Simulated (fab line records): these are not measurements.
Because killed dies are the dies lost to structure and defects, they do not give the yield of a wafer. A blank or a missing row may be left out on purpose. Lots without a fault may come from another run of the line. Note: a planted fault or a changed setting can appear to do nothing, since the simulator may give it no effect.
Matching of chambers -- flow nand harc -- rie diel-03 running NHARC_A_STAIRCASE_TRIM_12: 4 sister chambers
The step chemistry O2, time 211.2 s. 8 wafers are shown with their chamber, then 9 later ones without.

== WAFERS PAIRED WITH THEIR CHAMBERS ==
wafer,chamber,drypump motor current A (A),oes product au (a.u.)
L081.5,1,6.2,1.016
L084.5,2,5.2,0.983
L085.2,3,5.4,1.012
L085.3,0,6.3,0.997
L085.5,2,5.3,0.997
L087.2,1,6.2,1.013
L087.3,0,6.3,0.997
L087.5,3,5.3,1.004

== WAFERS MISSING THEIR CHAMBER ==
wafer,drypump motor current A (A),oes product au (a.u.)
L088.2,5.2,1.000
L088.3,6.2,1.017
L088.6,5.4,1.012
L090.3,6.2,1.004
L090.4,5.2,0.999
L090.5,6.3,0.990
L096.1,5.4,1.010
L096.3,6.2,1.001
L096.5,5.3,0.999

== CHAMBER TAKEN BY EACH ==
wafer,from the rows above,in truth
L088.2,can't be placed: 2 or 3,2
L088.3,1,1
L088.6,3,3
L090.3,can't be placed: 1 or 0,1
L090.4,can't be placed: 2 or 3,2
L090.5,0,0
L096.1,3,3
L096.3,can't be placed: 0 or 1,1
L096.5,can't be placed: 2 or 3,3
Placed correctly: 4 of 9. Cannot be placed on the basis of these rows: 5; the candidates contain the true chamber in 5. 0 placed wrongly.
How it was worked out, from the rows above alone: a wafer's distance from a chamber is the root of the sum, over the readings, of the square of ((its reading less the chamber's mean) divided by the reading's scatter). The wafer belongs to the nearest chamber; if the next one is less than 2 further off, it can't be placed. The mean given for a chamber averages the wafers shown for that chamber. How the scatter is found: for the shown wafers, subtract from each reading the mean of its chamber, square and add these, divide the total by (wafers less chambers), then take the root.
